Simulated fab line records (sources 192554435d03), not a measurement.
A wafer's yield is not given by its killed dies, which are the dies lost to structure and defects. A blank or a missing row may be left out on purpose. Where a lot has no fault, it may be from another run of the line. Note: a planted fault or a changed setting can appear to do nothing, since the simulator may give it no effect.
Split-lot study :: flow n5_finfet :: 7 lots, 21 wafers read, on a route of 1938 steps

THE SPLIT
At N5_FIN_SAQP_ETCH_65 (etches SiO2 in CF4, target depth 4 nm, time 4.4 s), the setting time_s was moved away from the recipe's 4.4 s on 6 of the 21 wafers read, by -12.0% to +13.6%. This setting was run at the recipe's value on the other wafers.

The reading comes from the split's own step.

THE READING
etch.depth_nm (the simulator's own value, which no gauge read), in nm, at N5_FIN_SAQP_ETCH_65 (etches SiO2 in CF4, target depth 4 nm, time 4.4 s). There is no usual value for it anywhere in the file. Average 4.043 nm, standard deviation 0.055 nm, over the 15 wafers here run with the recipe.

wafer: L076.1
tool, chamber at the split: rie_si-02, 0
time_s as run, s: 4.4
against the recipe: recipe
etch.depth_nm, nm: 4.09
against lot-mates on the recipe: -

wafer: L076.2
tool, chamber at the split: rie_si-02, 3
time_s as run, s: 4.4
against the recipe: recipe
etch.depth_nm, nm: 3.999
against lot-mates on the recipe: -

wafer: L076.6
tool, chamber at the split: rie_si-02, 0
time_s as run, s: 4.4
against the recipe: recipe
etch.depth_nm, nm: 4.043
against lot-mates on the recipe: -

wafer: L082.2
tool, chamber at the split: rie_si-02, 3
time_s as run, s: 4.4
against the recipe: recipe
etch.depth_nm, nm: 4.018
against lot-mates on the recipe: -

wafer: L082.3
tool, chamber at the split: rie_si-02, 0
time_s as run, s: 4.4
against the recipe: recipe
etch.depth_nm, nm: 4.115
against lot-mates on the recipe: -

wafer: L082.4
tool, chamber at the split: rie_si-02, 1
time_s as run, s: 4.4
against the recipe: recipe
etch.depth_nm, nm: 4.106
against lot-mates on the recipe: -

wafer: L087.2
tool, chamber at the split: rie_si-02, 0
time_s as run, s: 4.108
against the recipe: -6.6%
etch.depth_nm, nm: 3.792
against lot-mates on the recipe: -0.204

wafer: L087.3
tool, chamber at the split: rie_si-02, 1
time_s as run, s: 4.108
against the recipe: -6.6%
etch.depth_nm, nm: 3.747
against lot-mates on the recipe: -0.249

wafer: L087.6
tool, chamber at the split: rie_si-02, 1
time_s as run, s: 4.4
against the recipe: recipe
etch.depth_nm, nm: 3.996
against lot-mates on the recipe: -

wafer: L089.2
tool, chamber at the split: rie_si-04, 2
time_s as run, s: 4.4
against the recipe: recipe
etch.depth_nm, nm: 3.977
against lot-mates on the recipe: -

wafer: L089.3
tool, chamber at the split: rie_si-04, 3
time_s as run, s: 4.4
against the recipe: recipe
etch.depth_nm, nm: 3.973
against lot-mates on the recipe: -

wafer: L089.5
tool, chamber at the split: rie_si-04, 2
time_s as run, s: 4.4
against the recipe: recipe
etch.depth_nm, nm: 3.954
against lot-mates on the recipe: -

wafer: L092.1
tool, chamber at the split: rie_si-02, 1
time_s as run, s: 3.874
against the recipe: -12.0%
etch.depth_nm, nm: 3.568
against lot-mates on the recipe: -0.540

wafer: L092.3
tool, chamber at the split: rie_si-02, 2
time_s as run, s: 4.4
against the recipe: recipe
etch.depth_nm, nm: 4.126
against lot-mates on the recipe: -

wafer: L092.6
tool, chamber at the split: rie_si-02, 0
time_s as run, s: 4.4
against the recipe: recipe
etch.depth_nm, nm: 4.09
against lot-mates on the recipe: -

wafer: L094.1
tool, chamber at the split: rie_si-04, 1
time_s as run, s: 4.4
against the recipe: recipe
etch.depth_nm, nm: 4.031
against lot-mates on the recipe: -

wafer: L094.3
tool, chamber at the split: rie_si-04, 0
time_s as run, s: 4.998
against the recipe: +13.6%
etch.depth_nm, nm: 4.628
against lot-mates on the recipe: +0.597

wafer: L094.4
tool, chamber at the split: rie_si-04, 3
time_s as run, s: 4.998
against the recipe: +13.6%
etch.depth_nm, nm: 4.554
against lot-mates on the recipe: +0.523

wafer: L097.1
tool, chamber at the split: rie_si-02, 0
time_s as run, s: 4.4
against the recipe: recipe
etch.depth_nm, nm: 4.098
against lot-mates on the recipe: -

wafer: L097.3
tool, chamber at the split: rie_si-02, 2
time_s as run, s: 4.09
against the recipe: -7.0%
etch.depth_nm, nm: 3.808
against lot-mates on the recipe: -0.255

wafer: L097.5
tool, chamber at the split: rie_si-02, 1
time_s as run, s: 4.4
against the recipe: recipe
etch.depth_nm, nm: 4.027
against lot-mates on the recipe: -

THE FIT
A straight line over all 21 wafers: etch.depth_nm changes by +0.0398 nm for each +1% of time_s; r = +0.98; the points scatter about the line by 0.052 nm.
The same after taking each lot's own level away (the mean of its wafers on the recipe; 21 wafers): +0.0408 nm for each +1%; r = +0.99; scatter 0.036 nm.
Per that fit: largest time_s move, reading shift of 0.55 nm.
The span of the lots' own levels, 3.9680 to 4.1080 nm, comes to 2.5 times the standard deviation stated above.
Consequently the slope shifts little with the lot-to-lot level, the two slopes agreeing.
Check: with one of the wafers moved furthest among these (+13.6%) left out of the fit, the line predicts +0.537 nm for it against its lot-mates. Against them it came out at +0.597 nm.

OTHER SPLITS APPLIED TO THESE WAFERS
Other splits were also applied to these wafers ahead of the reading. Each is held against what the fit with the lots' levels taken away leaves over:
other split on the same wafers: N5_WELL_APT_COAT_02 spin_rpm
wafers away from the commonest value: 4
r with etch.depth_nm (lot level and that fit taken away): +0.08

other split on the same wafers: N5_WELL_APT_EXPOSE_05 dose_mj
wafers away from the commonest value: 5
r with etch.depth_nm (lot level and that fit taken away): +0.00

other split on the same wafers: N5_WELL_APT_EXPOSE_22 dose_mj
wafers away from the commonest value: 2
r with etch.depth_nm (lot level and that fit taken away): -0.27

other split on the same wafers: N5_WELL_APT_PEB_23 peb_time_s
wafers away from the commonest value: 7
r with etch.depth_nm (lot level and that fit taken away): +0.05

THE FILE'S OWN FIT
etch.depth_nm changes by +0.0412 nm for each +1% of time_s, r = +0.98.
